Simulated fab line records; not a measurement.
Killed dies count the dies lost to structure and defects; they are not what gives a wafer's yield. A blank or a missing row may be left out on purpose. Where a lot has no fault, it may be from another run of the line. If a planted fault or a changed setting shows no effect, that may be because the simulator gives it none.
Which tool did it? ; flow n5-finfet ; 12 lots, 35 wafers sampled, at 3 steps of a route of 1938

## WHAT EACH GAUGE READ, for each wafer
N5_BEOL_M6_RS_MEAS_57: measures by four-point-probe.
lot;measured;on;M6_RS (ohm/sq)
L783;day 8 22:40;film-metro-01;0.284 0.281
L784;day 9 05:07;film-metro-02;0.309 0.295 0.286
L785;day 9 07:52;film-metro-02;0.293 0.291 0.294
L787;day 9 19:50;film-metro-02;0.299 0.285 0.281
L791;day 10 20:27;film-metro-01;0.294 0.307 0.308
L792;day 11 02:26;film-metro-01;0.281 0.285 0.279
L794;day 11 13:55;film-metro-02;0.277 0.280 0.283
L795;day 11 14:25;film-metro-02;0.279 0.305 0.294
L796;day 12 13:14;film-metro-01;0.306 0.287 0.287
L799;day 12 21:52;film-metro-01;0.278 0.278 0.277
L805;day 15 02:55;film-metro-01;0.276 0.285 0.280
L806;day 15 03:55;film-metro-02;0.279 0.283 0.275

N5_BEOL_M6_INSPECT_58: inspects for defects (darkfield).
lot;measured;on;raw-defect-count
L783;day 8 22:41;defect-inspect-02;68 119
L784;day 9 05:08;defect-inspect-01;73 69 54
L785;day 9 07:54;defect-inspect-01;108 101 140
L787;day 9 19:52;defect-inspect-01;101 46 48
L791;day 10 20:28;defect-inspect-01;79 45 78
L792;day 11 02:28;defect-inspect-02;28 53 50
L794;day 11 13:57;defect-inspect-02;80 85 117
L795;day 11 14:26;defect-inspect-02;44 65 38
L796;day 12 13:16;defect-inspect-02;75 99 209
L799;day 12 21:54;defect-inspect-02;72 51 67
L805;day 15 02:57;defect-inspect-01;55 38 51
L806;day 15 03:56;defect-inspect-02;73 63 46

## WHAT TOOL EACH LOT RAN ON (gives the tool, then ch and the chambers of the sampled wafers, and finally the start)
lot;N5_BEOL_M6_CURE_75
L783;uv-cure-03 ch 2, day 8 20:02
L784;uv-cure-03 ch 2, day 9 02:30
L785;uv-cure-03 ch 0, day 9 05:23
L787;uv-cure-02 ch 0, day 9 15:58
L791;uv-cure-03 ch 2, day 10 18:34
L792;uv-cure-01 ch 1, day 10 23:10
L794;uv-cure-03 ch 0, day 11 10:19
L795;uv-cure-01 ch 1, day 11 12:11
L796;uv-cure-01 ch 0, day 12 07:13
L799;uv-cure-01 ch 2, day 12 19:23
L805;uv-cure-03 ch 2, day 14 23:29
L806;uv-cure-02 ch 0, day 15 00:13
- N5_BEOL_M6_CURE_75: cures SiCOH lowk, time 120 s.

## WHAT THE TOOLS THEMSELVES READ (means of the sampled wafers that have a number; where no wafer has one, the mark that the record gives instead)
N5_BEOL_M6_CURE_75.
lot;tool;lamp-power-pct (%);wafer_temp_C_max
L783;uv-cure-03;52.31;371.9
L784;uv-cure-03;52.29;372.3
L785;uv-cure-03;52.34;371.3
L787;uv-cure-02;52.28;371.6
L791;uv-cure-03;52.32;371.7
L792;uv-cure-01;52.32;371.6
L794;uv-cure-03;52.34;371.3
L795;uv-cure-01;52.28;371.4
L796;uv-cure-01;52.31;372.1
L799;uv-cure-01;52.31;371.0
L805;uv-cure-03;52.33;371.8
L806;uv-cure-02;52.30;371.1

## THE ANSWER, worked out from the rows above alone
Rule: the lots themselves supply what counts as usual. Put in order of their means at a reading, lots are off if they are a third of the lots or fewer, leave a main group of 4 or more, and stand apart from it by a gap of 3 or more times the standard deviation of the main group's means; of several such gaps the widest counts. The tables above print the reading to a certain number of digits; a main group whose means all agree to those digits is not used. A lot without any number at a reading at which 4 lots or more have one is off too. The other lots that the step has rows for count as sound. First the gauges in route order, then the tools' own readings, where a lot's mean is used as printed above. The first step at which some lot is off is used, and at that step the reading that is off furthest; a lot without a number counts as furthest.
Across all readings shown, no lot is off: no conclusion can be drawn from this.

## WHAT THE SIMULATOR HAD INSERTED
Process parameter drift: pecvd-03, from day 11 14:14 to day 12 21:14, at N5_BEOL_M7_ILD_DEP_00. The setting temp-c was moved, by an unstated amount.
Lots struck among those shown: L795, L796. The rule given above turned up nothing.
